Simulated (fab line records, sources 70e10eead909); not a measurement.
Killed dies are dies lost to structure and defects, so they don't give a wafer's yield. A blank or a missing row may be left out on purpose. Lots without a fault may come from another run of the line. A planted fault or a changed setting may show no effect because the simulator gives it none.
fab line records | flow nand_harc
record lots=24 wafers=72 last_day=24
route steps=1159 shown P_GATE@156 P_M0@283 P_M1@302 P_M2@338
lots that met no fault: from a run of the same line without faults
start_h: hours from the record's first day to the start of the lot's first wafer shown | wait_h: hours since the lot's step before | " the same as in the row above | L1.1+2: a row that stands for several wafers | - no value, or no start given | * or withheld: withheld | < > ~ a bound
route shown NAME@n: a module of which the file shows steps, and the number in the route of the first | usual: mean/standard deviation of fault-free wafers | same: alike in all rows | chamber/n: place in a boat | sites: the reading at each site | _std_site: their standard deviation | _edge_site: outer sites' mean less inner sites' | radius_mm: how far each site lies from the wafer's centre | mask NAME#n: copy n | behind: the tool/chamber that last shaped the wafer | hold: why the lot was held/for how many hours/how that ended | device: the transistor (n, p or np) that didn't switch | end of line: the same wafers' tests at the end of the route | a step without rows: its recipe alone | killed: dies lost to structure and defects at the first sort, not the wafer's yield | map: a wafer's dies, x killed, . not, _ none there
set.NAME: the setting as run; set.NAME@STEP: as run at that earlier step | model.NAME: the simulator's own value behind a step, which no gauge read
steps of the route over a sample of lots; a table a step, a row a wafer
services: from which hour (start_h, from the record's first day; less than 0 if before it) a tool's chamber was out of use, for how many hours, and why
## steps
# step NHARC_P_GATE_ETCHBACK_37
# recipe target_depth_a=345 time_s=17.2 chf3_flow_sccm=50 o2_flow_sccm=10 ar_flow_sccm=200 rf_w=500 bias_w=200 chemistry=CHF3/O2
# usual bias_w=200.1/0.6 drypump_motor_current_A=5.8/0.54 oes_product_au=0.95/0.036 rf_vpp_V=370.9/2.6 showerhead_plenum_p_Torr=2.41/0.11 throttle_valve_pct=20.572/0.0091
# columns lot.wafer tool chamber start_h wait_h bias_w drypump_motor_current_A oes_product_au rf_hours_counter_h rf_vpp_V showerhead_plenum_p_Torr throttle_valve_pct
L074.1 rie_diel-13 3 - - 200.2 6.3 0.93 54 372.2 2.50 20.561
L074.6 " 3 " " 200.7 6.4 0.93 - 372.8 2.50 20.571
L074.5 " 0 " " 200.3 5.9 0.92 - 366.6 2.26 20.577
L075.2 rie_diel-06 0 - - 200.2 5.3 0.92 6 369.5 2.39 20.590
L075.1 " 1 " " 200.5 5.4 0.92 6 368.2 2.26 20.581
L075.4 " 1 " " 199.8 5.4 0.92 - 366.7 2.26 20.576
L077.1 rie_diel-06 0 - - 201.2 5.3 1.01 9 370.7 2.39 20.563
L077.6 " 0 " " 200.7 5.3 1.00 - 370.1 2.39 20.569
L077.5 " 1 " " 199.6 5.4 0.99 - 365.4 2.25 20.560
L076.4 rie_diel-06 3 - - 201.0 6.6 0.93 10 371.6 2.53 20.563
L076.2 " 0 " " 200.3 5.3 0.93 10 370.5 2.39 20.557
L076.6 " 1 " " 200.1 5.4 0.92 - 367.3 2.25 20.586
L078.2 rie_diel-06 3 - - 200.0 6.6 1.00 12 375.1 2.53 20.560
L078.1 " 2 " " 199.8 5.0 1.01 4 372.9 2.53 20.588
L078.6 " 2 " " 199.4 5.0 1.01 - 373.6 2.53 20.575
L079.3 rie_diel-06 0 - - 199.6 5.3 0.92 11 370.7 2.39 20.580
L079.2 " 2 " " 200.3 5.0 0.93 4 372.1 2.53 20.587
L079.1 " 3 " " 200.4 6.7 0.93 12 373.5 2.53 20.552
L080.2 rie_diel-06 0 - - 201.0 5.3 1.00 12 369.4 2.39 20.570
L080.6 " 2 " " 199.6 5.0 1.00 - 373.4 2.53 20.564
L080.5 " 3 " " 200.2 6.6 1.00 - 373.5 2.53 20.559
L082.3 rie_diel-13 1 - - 200.6 6.2 0.94 16 368.8 2.36 20.577
L082.1 " 2 " " 199.1 5.8 0.93 18 371.0 2.44 20.568
L082.6 " 1 " " 200.2 6.2 0.93 - 368.5 2.36 20.572
L081.1 rie_diel-06 3 - - 199.6 6.6 0.92 14 373.9 2.53 20.580
L081.6 " 0 " " 200.7 5.3 1.00 - 371.4 2.39 20.572
L081.5 " 2 " " 200.8 5.0 0.92 - 373.4 2.53 20.565
L083.4 rie_diel-06 0 - - 199.9 5.3 0.93 17 370.0 2.38 20.567
L083.6 " 3 " " 199.6 6.6 0.93 - 371.4 2.53 20.576
L083.5 " 0 " " 199.7 5.3 0.93 - 370.8 2.38 20.561
L084.1 rie_diel-06 3 - - 200.3 6.6 0.92 20 373.7 2.53 20.566
L084.4 " 2 " " 199.4 5.0 0.92 12 372.4 2.53 20.566
L084.6 " 3 " " 200.5 6.7 0.93 - 375.2 2.53 20.570
L085.4 rie_diel-05 2 - - 200.2 5.6 1.00 1 371.6 2.43 20.577
L085.2 " 3 " " 199.9 6.2 1.01 1 370.7 2.44 20.558
L085.6 " 1 " " 199.2 5.9 1.01 - 372.7 2.54 20.581
L086.2 rie_diel-13 2 - - 199.9 5.8 1.01 35 372.7 2.44 20.557
L086.6 " 2 " " 200.1 5.8 1.00 - 370.1 2.44 20.581
L086.5 " 1 " " 200.0 6.2 1.00 - 368.2 2.36 20.564
L087.1 rie_diel-13 0 - - 199.9 5.9 0.93 34 367.1 2.24 20.569
L087.4 " 1 " " 200.3 6.3 0.92 - 369.1 2.36 20.564
L087.6 " 0 " " 200.7 5.9 0.92 - 367.9 2.24 20.571
L089.3 rie_diel-06 0 - - 200.3 5.3 0.92 23 371.3 2.38 20.577
L089.4 " 1 " " 200.3 5.4 0.93 17 365.7 2.25 20.571
L089.6 " 0 " " 201.1 5.3 0.93 - 369.9 2.38 20.571
L088.3 rie_diel-06 3 - - 200.1 6.6 0.92 24 374.0 2.53 20.579
L088.4 " 1 " " 199.2 5.4 0.92 17 368.3 2.25 20.565
L088.5 " 2 " " 200.7 5.0 0.93 - 375.8 2.53 20.574
L090.1 rie_diel-06 1 - - 199.5 5.4 0.93 20 365.8 2.25 20.575
L090.5 " 1 " " 199.8 5.4 0.92 - 367.8 2.25 20.579
L090.6 " 2 " " 199.9 5.0 0.92 - 373.3 2.53 20.559
L091.3 rie_diel-05 1 - - 200.3 5.9 1.00 8 373.0 2.54 20.576
L091.1 " 3 " " 199.9 6.2 0.99 9 370.3 2.44 20.581
L091.6 " 1 " " 200.3 5.9 1.01 - 375.3 2.54 20.578
L093.1 rie_diel-13 2 - - 199.2 5.8 0.92 45 371.7 2.43 20.585
L093.2 " 1 " " 199.1 6.2 0.93 50 370.0 2.35 20.577
L093.4 " 1 " " 199.4 6.2 0.93 - 370.0 2.35 20.562
L092.1 rie_diel-13 2 - - 200.0 5.8 0.93 45 372.8 2.43 20.562
L092.6 " 0 " " 200.8 5.9 0.93 - 367.6 2.24 20.580
L092.5 " 1 " " 199.0 6.2 0.94 - 368.7 2.35 20.571
L095.1 rie_diel-06 3 - - 200.4 6.6 0.92 32 372.3 2.52 20.568
L095.5 " 3 " " 201.4 6.6 0.93 - 372.6 2.52 20.574
L095.6 " 0 " " 200.0 5.3 0.93 - 370.3 2.38 20.574
L094.2 rie_diel-13 0 - - 199.1 5.9 0.92 53 366.9 2.24 20.564
L094.3 " 0 " " 199.8 5.9 0.93 - 365.4 2.24 20.546
L094.6 " 2 " " 200.9 5.8 0.92 - 370.8 2.43 20.563
L096.3 rie_diel-13 0 - - 200.8 5.9 0.96 56 367.1 2.23 20.572
L096.4 " 2 " " 200.5 5.8 0.99 52 370.7 2.43 20.583
L096.6 " 3 " " 200.5 6.4 0.98 - 373.6 2.50 20.586
L097.3 rie_diel-06 2 - - 199.8 5.1 1.02 26 374.1 2.52 20.572
L097.5 " 2 " " 199.7 5.0 1.01 - 372.8 2.52 20.582
L097.6 " 3 " " 200.2 6.6 1.01 - 373.7 2.52 20.589
# step NHARC_P_GATE_DESCUM_61
# recipe time_s=3 o2_flow_sccm=200 ar_flow_sccm=0 bias_power_w=0 chemistry=O2
# usual drypump_motor_current_A=5.8/0.51 oes_product_au=1.002/0.0069 rf_vpp_V=58.0/0.92 showerhead_plenum_p_Torr=1.94/0.089 throttle_valve_pct=11.312/0.0099
# columns lot.wafer tool chamber start_h wait_h drypump_motor_current_A oes_product_au rf_hours_counter_h rf_vpp_V showerhead_plenum_p_Torr throttle_valve_pct
L074.1 rie_diel-06 3 100.12 - 6.7 0.996 4 59.1 2.02 11.310
L074.6 " 3 " " 6.6 0.996 - 58.1 2.02 11.312
L074.5 " 0 " " 5.3 0.994 - 59.5 1.90 11.304
L075.4 rie_diel-05 2 107.55 - 5.6 1.008 39 57.7 1.94 11.320
L075.2 " 3 " " 6.3 1.013 43 57.7 1.95 11.323
L075.1 " 1 " " 5.9 1.010 42 58.4 2.04 11.321
L077.1 rie_diel-06 3 119.18 - 6.6 1.009 10 58.0 2.02 11.313
L077.5 " 2 " " 5.0 0.999 - 58.2 2.02 11.291
L077.6 " 0 " " 5.3 1.007 - 58.7 1.90 11.321
L076.4 rie_diel-05 1 119.50 - 5.9 1.001 45 56.5 2.04 11.314
L076.2 " 2 " " 5.6 1.018 42 57.6 1.94 11.312
L076.6 " 2 " " 5.6 1.020 - 58.3 1.94 11.310
L078.2 rie_diel-06 2 129.82 - 5.0 1.000 4 58.7 2.02 11.313
L078.1 " 3 " " 6.7 1.001 12 58.2 2.02 11.300
L078.6 " 2 " " 5.0 1.000 - 59.1 2.02 11.315
L079.3 rie_diel-06 3 130.44 - 6.6 1.002 12 59.0 2.02 11.305
L079.1 " 0 " " 5.3 1.005 12 58.6 1.90 11.320
L079.2 " 2 " " 5.0 1.009 4 58.3 2.02 11.323
L080.2 rie_diel-05 0 146.50 - 6.1 1.010 61 57.9 2.06 11.294
L080.6 " 0 " " 6.1 1.008 - 59.6 2.06 11.320
L080.5 " 1 " " 5.9 1.004 - 58.7 2.03 11.311
L082.3 rie_diel-13 0 146.88 - 5.9 0.987 16 57.0 1.79 11.309
L082.1 " 1 " " 6.2 0.996 16 56.7 1.88 11.295
L082.6 " 1 " " 6.2 1.003 - 58.9 1.88 11.323
L081.1 rie_diel-13 2 147.26 - 5.8 0.993 18 56.7 1.95 11.336
L081.6 " 1 " " 6.2 0.999 - 56.2 1.88 11.302
L081.5 " 2 " " 5.8 0.996 - 58.0 1.95 11.308
L083.4 rie_diel-05 3 162.16 - 6.2 0.995 63 57.2 1.95 11.310
L083.5 " 2 " " 5.6 1.001 - 57.6 1.93 11.304
L083.6 " 3 " " 6.2 0.996 - 58.2 1.95 11.316
L084.4 rie_diel-06 0 167.57 - 5.3 1.002 20 58.8 1.90 11.315
L084.1 " 1 " " 5.4 0.996 14 57.1 1.79 11.329
L084.6 " 0 " " 5.3 1.002 - 57.8 1.90 11.327
L085.2 rie_diel-13 2 180.83 - 5.8 0.999 36 57.1 1.94 11.316
L085.6 " 0 " " 5.9 1.006 - 56.6 1.78 11.304
L085.4 " 1 " " 6.2 0.998 - 58.0 1.88 11.319
L086.2 rie_diel-05 3 181.22 - 6.3 1.007 2 58.2 1.95 11.305
L086.5 " 0 " " 6.1 0.997 - 58.8 2.05 11.332
L086.6 " 1 " " 5.9 0.996 - 58.7 2.03 11.337
L087.1 rie_diel-05 0 185.82 - 6.1 0.999 3 59.0 2.05 11.320
L087.4 " 1 " " 5.9 1.002 3 58.6 2.03 11.305
L087.6 " 1 " " 5.9 1.000 - 59.2 2.03 11.309
L089.3 rie_diel-06 2 187.22 - 5.0 1.001 17 59.3 2.02 11.300
L089.4 " 3 " " 6.7 1.005 25 57.0 2.02 11.311
L089.6 " 3 " " 6.6 1.002 - 59.3 2.02 11.297
L088.3 rie_diel-06 2 187.48 - 5.0 1.010 17 56.5 2.02 11.311
L088.4 " 3 " " 6.6 1.005 25 58.3 2.02 11.291
L088.5 " 0 " " 5.3 0.999 - 57.4 1.90 11.305
L090.1 rie_diel-06 1 200.89 - 5.4 0.989 20 58.9 1.79 11.313
L090.6 " 0 " " 5.3 0.999 - 60.0 1.90 11.316
L090.5 " 1 " " 5.4 0.995 - 56.8 1.79 11.328
L091.3 rie_diel-06 1 202.87 - 5.4 0.997 21 56.6 1.79 11.310
L091.1 " 0 " " 5.3 0.996 28 57.6 1.90 11.311
L091.6 " 2 " " 5.0 1.000 - 58.7 2.02 11.322
L093.1 rie_diel-13 2 218.35 - 5.8 1.007 47 58.1 1.94 11.306
L093.2 " 0 " " 5.9 0.992 52 55.6 1.78 11.321
L093.4 " 2 " " 5.8 0.994 - 58.6 1.94 11.321
L092.1 rie_diel-06 2 218.88 - 5.0 1.013 24 56.7 2.02 11.324
L092.6 " 0 " " 5.3 0.995 - 59.1 1.89 11.318
L092.5 " 1 " " 5.5 1.006 - 57.0 1.79 11.304
L095.1 rie_diel-06 2 224.76 - 5.0 0.996 24 58.4 2.02 11.317
L095.5 " 2 " " 5.0 1.010 - 57.5 2.02 11.322
L095.6 " 3 " " 6.6 1.010 - 58.2 2.01 11.303
L094.3 rie_diel-06 3 225.66 - 6.6 0.990 32 57.2 2.01 11.329
L094.2 " 1 " " 5.4 0.995 24 57.8 1.79 11.316
L094.6 " 3 " " 6.6 1.005 - 58.7 2.01 11.298
L096.3 rie_diel-06 3 234.64 - 6.7 1.002 33 56.8 2.01 11.308
L096.4 " 0 " " 5.3 1.007 32 55.8 1.89 11.321
L096.6 " 2 " " 5.0 0.994 - 58.1 2.01 11.320
L097.3 rie_diel-13 2 234.92 - 5.8 0.996 53 58.8 1.94 11.305
L097.6 " 2 " " 5.8 0.998 - 58.7 1.94 11.302
L097.5 " 3 " " 6.3 1.001 - 58.1 1.99 11.299
# step NHARC_P_M0_PRE_CLEAN_31
# recipe time_s=12 temp_c=370 rf_power_w=300 gas=NH3
# usual heater_power_w=661/75
# columns lot.wafer tool chamber start_h wait_h heater_power_w since_wet_clean_h
L074.1 pecvd-01 0 113.83 0.1 663 44
L074.5 " 2 " " 746 -
L074.6 " 0 " " 677 -
L075.1 pecvd-01 2 123.94 0.1 643 55
L075.2 " 1 " " 651 55
L075.4 " 1 " " 639 -
L077.1 pecvd-02 2 137.38 0.1 662 152
L077.5 " 1 " " 669 -
L077.6 " 2 " " 675 -
L076.2 pecvd-03 1 137.68 0.1 650 14
L076.4 " 2 " " 777 -
L076.6 " 0 " " 571 -
L078.2 pecvd-01 2 146.59 0.1 706 77
L078.1 " 0 " " 627 77
L078.6 " 0 " " 640 -
L079.3 pecvd-03 0 146.82 0.2 586 23
L079.1 " 1 " " 674 23
L079.2 " 2 " " 826 23
L080.2 pecvd-01 0 167.58 0.1 588 98
L080.6 " 2 " " 680 -
L080.5 " 0 " " 598 -
L082.3 pecvd-01 2 168.10 0.1 727 99
L082.1 " 1 " " 644 99
L082.6 " 1 " " 632 -
L081.1 pecvd-02 1 168.27 0.1 639 2
L081.6 " 2 " " 690 -
L081.5 " 1 " " 627 -
L083.4 pecvd-02 0 176.36 0.1 584 -
L083.6 " 1 " " 657 -
L083.5 " 2 " " 693 -
L084.1 pecvd-01 1 186.07 0.8 686 117
L084.6 " 1 " " 684 -
L084.4 " 2 " " 762 -
L085.2 pecvd-03 2 194.17 0.1 703 70
L085.6 " 2 " " 698 -
L085.4 " 1 " " 654 -
L086.2 pecvd-03 2 194.81 0.1 829 71
L086.6 " 1 " " 720 -
L086.5 " 2 " " 822 -
L087.1 pecvd-03 2 206.22 0.1 821 82
L087.6 " 0 " " 569 -
L087.4 " 1 " " 667 -
L089.3 pecvd-03 1 207.11 0.5 663 83
L089.6 " 1 " " 665 -
L089.4 " 2 " " 706 -
L088.3 pecvd-01 2 207.22 0.1 685 138
L088.4 " 2 " " 665 -
L088.5 " 1 " " 703 -
L090.1 pecvd-02 0 214.51 0.1 655 48
L090.6 " 0 " " 639 -
L090.5 " 2 " " 630 -
L091.3 pecvd-01 0 216.26 0.1 685 147
L091.1 " 1 " " 695 147
L091.6 " 2 " " 689 -
L093.2 pecvd-03 1 236.67 0.1 688 113
L093.1 " 0 " " 501 113
L093.4 " 2 " " 748 -
L092.1 pecvd-03 0 237.21 0.1 532 113
L092.5 " 0 " " 520 -
L092.6 " 2 " " 806 -
L095.1 pecvd-02 1 238.14 0.1 585 72
L095.5 " 1 " " 580 -
L095.6 " 0 " " 585 -
L094.3 pecvd-03 1 241.12 1.3 624 117
L094.2 " 2 " " 709 117
L094.6 " 1 " " 615 -
L096.3 pecvd-03 2 248.08 0.1 831 124
L096.4 " 0 " " 569 -
L096.6 " 1 " " 692 -
L097.3 pecvd-03 0 248.70 0.1 573 125
L097.5 " 0 " " 598 -
L097.6 " 1 " " 665 -
# step NHARC_P_M1_STRIP_18
# recipe power_w=1000 n2_flow_sccm=150 h2_flow_sccm=150 ar_flow_sccm=0 bias_w=0 chemistry=N2/H2
# usual drypump_motor_current_A=5.8/0.37 oes_product_au=1.004/0.0077 rf_vpp_V=90.9/1.1 showerhead_plenum_p_Torr=2.06/0.12 throttle_valve_pct=14.171/0.0084
# same bias_w=0
# columns lot.wafer tool chamber start_h wait_h drypump_motor_current_A oes_product_au rf_hours_counter_h rf_vpp_V showerhead_plenum_p_Torr throttle_valve_pct
L074.1 rie_diel-09 1 115.72 0.1 5.9 1.009 2 90.1 1.93 14.156
L074.6 " 0 " " 6.1 0.999 - 92.2 2.18 14.174
L074.5 " 1 " " 5.8 0.998 - 90.7 1.93 14.173
L075.2 rie_diel-10 2 125.84 0.1 5.5 1.005 8 91.8 2.20 14.167
L075.4 " 3 " " 5.6 1.016 10 91.8 1.99 14.173
L075.1 " 0 " " 5.6 0.999 10 91.1 2.19 14.172
L077.1 rie_diel-10 3 139.20 0.1 5.6 1.013 11 90.2 1.99 14.194
L077.6 " 0 " " 5.6 1.010 - 91.5 2.19 14.163
L077.5 " 1 " " 5.9 1.000 - 90.1 1.90 14.173
L076.4 rie_diel-10 0 139.59 0.1 5.6 0.998 11 90.5 2.19 14.172
L076.2 " 2 " " 5.5 0.997 9 92.3 2.20 14.166
L076.6 " 0 " " 5.6 1.004 - 91.5 2.19 14.158
L078.2 rie_diel-09 0 148.55 0.1 6.1 1.001 4 92.7 2.18 14.171
L078.1 " 1 " " 5.8 0.993 4 91.3 1.93 14.163
L078.6 " 3 " " 5.9 1.005 - 90.9 2.19 14.176
L079.2 rie_diel-01 0 148.74 0.1 6.1 0.984 0 90.4 1.91 14.157
L079.3 " 1 " " 5.1 1.005 0 91.2 2.16 14.179
L079.1 " 3 " " 6.0 1.000 0 90.4 2.11 14.180
L080.2 rie_diel-01 1 169.34 0.1 5.1 0.995 1 92.7 2.16 14.174
L080.5 " 1 " " 5.1 1.005 - 89.7 2.16 14.177
L080.6 " 2 " " 6.5 0.991 - 89.9 1.96 14.165
L082.3 rie_diel-10 0 170.01 0.1 5.6 1.004 14 91.6 2.19 14.179
L082.1 " 1 " " 6.0 1.003 14 89.5 1.90 14.162
L082.6 " 3 " " 5.6 0.999 - 90.3 1.99 14.188
L081.1 rie_diel-01 3 170.18 0.1 6.0 1.016 1 90.5 2.11 14.167
L081.5 " 2 " " 6.5 1.012 - 89.0 1.96 14.174
L081.6 " 3 " " 6.0 1.022 - 90.7 2.11 14.185
L083.4 rie_diel-01 3 178.27 0.1 6.0 0.995 1 92.7 2.11 14.179
L083.5 " 1 " " 5.1 1.007 - 91.0 2.16 14.152
L083.6 " 2 " " 6.6 1.001 - 89.5 1.96 14.177
L084.4 rie_diel-01 3 187.92 0.1 6.0 1.004 1 90.3 2.11 14.179
L084.1 " 0 " " 6.1 1.008 1 89.4 1.91 14.170
L084.6 " 1 " " 5.1 1.012 - 90.1 2.16 14.175
L085.2 rie_diel-09 1 195.94 0.1 5.9 1.005 6 92.6 1.93 14.170
L085.4 " 2 " " 5.8 1.017 6 89.3 2.00 14.182
L085.6 " 2 " " 5.8 1.021 - 91.2 2.00 14.182
L086.2 rie_diel-10 3 196.76 0.1 5.5 1.019 1 90.6 1.99 14.179
L086.6 " 0 " " 5.6 1.011 - 92.1 2.19 14.166
L086.5 " 1 " " 5.9 1.017 - 91.0 1.90 14.186
L087.1 rie_diel-01 0 208.48 0.1 6.1 1.002 2 89.4 1.91 14.160
L087.4 " 3 " " 6.0 1.009 2 92.6 2.11 14.186
L087.6 " 0 " " 6.0 1.006 - 89.8 1.91 14.175
L089.3 rie_diel-09 0 209.01 0.1 6.1 1.009 7 90.5 2.18 14.162
L089.4 " 2 " " 5.8 1.011 7 90.0 2.00 14.170
L089.6 " 0 " " 6.1 1.006 - 91.5 2.18 14.166
L088.4 rie_diel-10 2 209.17 0.1 5.5 1.007 1 91.3 2.20 14.190
L088.3 " 3 " " 5.6 1.011 1 89.5 1.99 14.165
L088.5 " 2 " " 5.5 1.015 - 90.6 2.20 14.167
L090.1 rie_diel-10 0 216.45 0.1 5.6 0.999 1 92.0 2.19 14.176
L090.6 " 3 " " 5.6 0.996 - 89.9 1.98 14.177
L090.5 " 0 " " 5.7 0.988 - 92.3 2.19 14.160
L091.3 rie_diel-01 2 218.15 0.1 6.5 1.000 2 91.0 1.96 14.175
L091.1 " 0 " " 6.1 1.008 2 91.0 1.91 14.175
L091.6 " 2 " " 6.6 1.011 - 92.0 1.96 14.181
L093.2 rie_diel-10 2 238.73 0.1 5.5 0.997 3 91.5 2.20 14.179
L093.1 " 0 " " 5.6 0.993 3 92.1 2.19 14.180
L093.4 " 0 " " 5.7 0.992 - 90.7 2.19 14.166
L092.1 rie_diel-09 0 239.10 0.1 6.1 1.012 8 91.3 2.18 14.169
L092.6 " 3 " " 5.9 1.006 - 91.2 2.19 14.177
L092.5 " 0 " " 6.1 1.000 - 91.3 2.18 14.163
L095.1 rie_diel-10 0 240.29 0.1 5.6 1.003 3 90.4 2.19 14.167
L095.6 " 1 " " 5.9 1.008 - 88.6 1.90 14.161
L095.5 " 2 " " 5.5 1.003 - 91.7 2.20 14.163
L094.2 rie_diel-09 3 243.20 0.1 5.9 0.997 8 91.5 2.19 14.167
L094.3 " 0 " " 6.1 1.003 8 91.1 2.18 14.186
L094.6 " 1 " " 5.8 0.984 - 90.9 1.93 14.176
L096.4 rie_diel-09 2 250.13 0.1 5.9 1.012 9 91.6 2.00 14.163
L096.3 " 0 " " 6.1 1.005 9 91.2 2.18 14.176
L096.6 " 1 " " 5.9 0.997 - 90.9 1.93 14.178
L097.3 rie_diel-01 3 250.78 0.1 6.0 1.004 3 92.4 2.11 14.174
L097.5 " 1 " " 5.0 1.006 - 91.2 2.16 14.157
L097.6 " 2 " " 6.6 1.002 - 89.4 1.96 14.176
# step NHARC_P_M2_DEGAS_29
# recipe temp_c=250 time_s=60
# usual heater_power_w=331/36
# columns lot.wafer tool chamber start_h wait_h heater_power_w
L074.1 pvd_sputter-01 - 120.59 - 320
L074.6 " - " " 337
L074.5 " - " " 281
L075.2 pvd_sputter-01 - 130.95 - 334
L075.1 " - " " 309
L075.4 " - " " 316
L077.1 pvd_sputter-01 - 144.09 - 273
L077.6 " - " " 333
L077.5 " - " " 276
L076.2 pvd_sputter-02 - 144.39 - 362
L076.4 " - " " 355
L076.6 " - " " 360
L078.1 pvd_sputter-01 - 153.66 - 316
L078.2 " - " " 339
L078.6 " - " " 308
L079.3 pvd_sputter-02 - 154.35 - 388
L079.1 " - " " 383
L079.2 " - " " 370
L080.2 pvd_sputter-01 - 174.17 - 322
L080.6 " - " " 310
L080.5 " - " " 339
L082.3 pvd_sputter-02 - 175.14 - 369
L082.1 " - " " 346
L082.6 " - " " 402
L081.1 pvd_sputter-01 - 175.43 - 302
L081.6 " - " " 295
L081.5 " - " " 334
L083.4 pvd_sputter-03 - 183.09 - 321
L083.5 " - " " 285
L083.6 " - " " 298
L084.1 pvd_sputter-01 - 192.55 - 297
L084.4 " - " " 341
L084.6 " - " " 326
L085.2 pvd_sputter-03 - 200.67 - 292
L085.4 " - " " 315
L085.6 " - " " 293
L086.2 pvd_sputter-02 - 201.58 - 383
L086.6 " - " " 376
L086.5 " - " " 355
L087.4 pvd_sputter-02 - 213.61 - 351
L087.1 " - " " 391
L087.6 " - " " 382
L089.4 pvd_sputter-01 - 213.87 - 330
L089.3 " - " " 329
L089.6 " - " " 340
L088.4 pvd_sputter-03 - 214.23 - 366
L088.3 " - " " 289
L088.5 " - " " 289
L091.1 pvd_sputter-03 - 224.01 - 279
L091.3 " - " " 294
L091.6 " - " " 366
L090.1 pvd_sputter-01 - 224.05 - 323
L090.5 " - " " 298
L090.6 " - " " 350
L093.4 pvd_sputter-01 - 243.92 - 290
L093.2 " - " " 322
L093.1 " - " " 298
L092.1 pvd_sputter-02 - 244.46 - 369
L092.6 " - " " 398
L092.5 " - " " 372
L095.1 pvd_sputter-01 - 245.24 - 304
L095.5 " - " " 341
L095.6 " - " " 285
L094.3 pvd_sputter-02 - 248.53 - 372
L094.2 " - " " 415
L094.6 " - " " 371
L096.4 pvd_sputter-03 - 254.96 - 295
L096.3 " - " " 324
L096.6 " - " " 299
L097.3 pvd_sputter-01 - 255.92 - 347
L097.5 " - " " 285
L097.6 " - " " 319
# step NHARC_P_M2_ANNEAL_31
# recipe temp_c=225 time_s=90
# usual wafer_temp_C_max=226.6/0.38
# columns lot.wafer tool chamber start_h wait_h wafer_temp_C_max
L074.1 rtp_anneal-02 0 121.30 - 226.5
L074.5 " 0 " " 227.0
L074.6 " 0 " " 226.6
L075.1 rtp_anneal-01 0 131.69 0.3 226.5
L075.2 " 0 " " 226.7
L075.4 " 0 " " 226.5
L077.1 rtp_anneal-02 0 144.82 0.3 226.5
L077.5 " 0 " " 227.4
L077.6 " 0 " " 227.3
L076.2 rtp_anneal-02 0 145.18 0.4 226.2
L076.4 " 0 " " 226.4
L076.6 " 0 " " 226.5
L078.1 rtp_anneal-02 0 154.58 - 227.3
L078.2 " 0 " " 226.7
L078.6 " 0 " " 226.8
L079.1 rtp_anneal-02 0 155.08 - 227.0
L079.2 " 0 " " 227.7
L079.3 " 0 " " 226.5
L080.2 rtp_anneal-01 0 174.94 0.4 226.6
L080.5 " 0 " " 226.3
L080.6 " 0 " " 226.6
L082.1 rtp_anneal-01 0 175.87 0.3 226.1
L082.3 " 0 " " 226.8
L082.6 " 0 " " 225.9
L081.1 rtp_anneal-02 0 176.16 0.3 226.9
L081.5 " 0 " " 226.9
L081.6 " 0 " " 226.4
L083.4 rtp_anneal-02 0 183.97 0.3 226.4
L083.5 " 0 " " 226.7
L083.6 " 0 " " 226.5
L084.1 rtp_anneal-02 0 193.58 - 226.6
L084.4 " 0 " " 226.9
L084.6 " 0 " " 226.7
L085.2 rtp_anneal-02 0 201.47 0.3 226.0
L085.4 " 0 " " 227.0
L085.6 " 0 " " 225.9
L086.2 rtp_anneal-02 0 202.43 0.4 227.2
L086.5 " 0 " " 226.8
L086.6 " 0 " " 226.7
L087.1 rtp_anneal-02 0 214.34 0.3 227.7
L087.4 " 0 " " 226.8
L087.6 " 0 " " 227.1
L089.3 rtp_anneal-01 0 214.71 - 226.4
L089.4 " 0 " " 226.2
L089.6 " 0 " " 226.1
L088.3 rtp_anneal-02 0 215.25 0.3 227.7
L088.4 " 0 " " 227.6
L088.5 " 0 " " 226.6
L090.1 rtp_anneal-01 0 225.13 0.3 226.5
L090.5 " 0 " " 226.3
L090.6 " 0 " " 226.4
L091.1 rtp_anneal-02 0 225.28 0.4 227.2
L091.3 " 0 " " 226.5
L091.6 " 0 " " 226.6
L093.1 rtp_anneal-01 0 244.66 - 226.5
L093.2 " 0 " " 226.3
L093.4 " 0 " " 226.8
L092.1 rtp_anneal-01 0 245.17 0.3 226.4
L092.5 " 0 " " 226.1
L092.6 " 0 " " 226.2
L095.1 rtp_anneal-01 0 245.95 0.3 226.4
L095.5 " 0 " " 226.7
L095.6 " 0 " " 226.5
L094.2 rtp_anneal-02 0 249.31 - 227.1
L094.3 " 0 " " 226.6
L094.6 " 0 " " 226.9
L096.3 rtp_anneal-01 0 255.85 0.3 226.3
L096.4 " 0 " " 226.3
L096.6 " 0 " " 226.6
L097.3 rtp_anneal-01 0 256.74 - 226.9
L097.5 " 0 " " 226.5
L097.6 " 0 " " 226.0
## services
# columns tool chamber start_h hours kind
rie_diel-09 - 77.37 9.0 pm
rie_diel-06 2 80.88 28.2 repair
rie_diel-05 - 83.98 0.6 repair
rie_diel-13 - 99.07 9.0 pm
pecvd-03 - 111.00 13.0 pm
rie_diel-06 1 118.90 36.4 repair
rie_diel-06 0 131.80 9.3 repair
rie_diel-13 3 135.60 88.1 repair
rie_diel-01 - 137.80 9.0 pm
pvd_sputter-01 - 158.00 10.0 pm
rie_diel-05 - 164.39 9.0 pm
rie_diel-10 - 176.50 9.0 pm
rie_diel-13 2 181.36 1.6 repair
rie_diel-13 2 191.41 6.1 repair
rie_diel-13 - 193.39 0.4 repair
pvd_sputter-02 - 214.00 10.0 pm
rie_diel-13 1 219.31 4.5 repair
rie_diel-10 3 237.06 7.2 repair
pecvd-01 - 237.38 13.0 pm
rie_diel-01 1 241.05 2.1 repair
rie_diel-06 - 241.20 9.0 pm
pvd_sputter-02 - 251.28 8.1 repair
rie_diel-09 - 254.37 9.0 pm
rie_diel-01 1 255.17 5.0 repair
## key
fault none
